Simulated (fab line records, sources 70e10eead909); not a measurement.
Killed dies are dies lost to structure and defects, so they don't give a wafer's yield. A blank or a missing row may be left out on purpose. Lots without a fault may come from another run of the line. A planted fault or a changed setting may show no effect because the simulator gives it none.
Chamber matching | flow nand_harc | NHARC_P_M2_DEP_33 on pecvd-01: 3 sister chambers
The step deposits SiCN, target thk 30 nm. 6 wafers are shown with their chamber, then 7 later ones without.

WAFERS WITH THEIR CHAMBER
wafer  | chamber | heater_power_w (W)
L081.5 | 1       | 665
L083.2 | 0       | 567
L083.4 | 1       | 622
L083.5 | 2       | 584
L088.3 | 0       | 660
L088.4 | 2       | 567

WAFERS WITHOUT THEIR CHAMBER
wafer  | heater_power_w (W)
L088.6 | 658
L089.1 | 636
L089.2 | 657
L089.6 | 635
L090.2 | 552
L090.3 | 570
L090.5 | 571

WHICH CHAMBER EACH WENT THROUGH
wafer  | from the rows above          | in truth
L088.6 | can't be placed: 1 or 0 or 2 | 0
L089.1 | can't be placed: 1 or 0 or 2 | 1
L089.2 | can't be placed: 1 or 0 or 2 | 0
L089.6 | can't be placed: 1 or 0 or 2 | 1
L090.2 | can't be placed: 2 or 0 or 1 | 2
L090.3 | can't be placed: 2 or 0 or 1 | 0
L090.5 | can't be placed: 2 or 0 or 1 | 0
Placed correctly: 0 of 7. Can't be placed from these rows: 7 (the true chamber is among the candidates in 7). Placed wrongly: 0.
How it was worked out, from the rows above alone: a wafer's distance from a chamber is the root of the sum, over the readings, of the square of ((its reading less the chamber's mean) divided by the reading's scatter). The wafer belongs to the nearest chamber; if the next one is less than 2 further off, it can't be placed. A chamber's mean is the mean of its shown wafers. The scatter: the root of (the sum of the squares of (reading less its chamber's mean) over the shown wafers, divided by (wafers less chambers)).
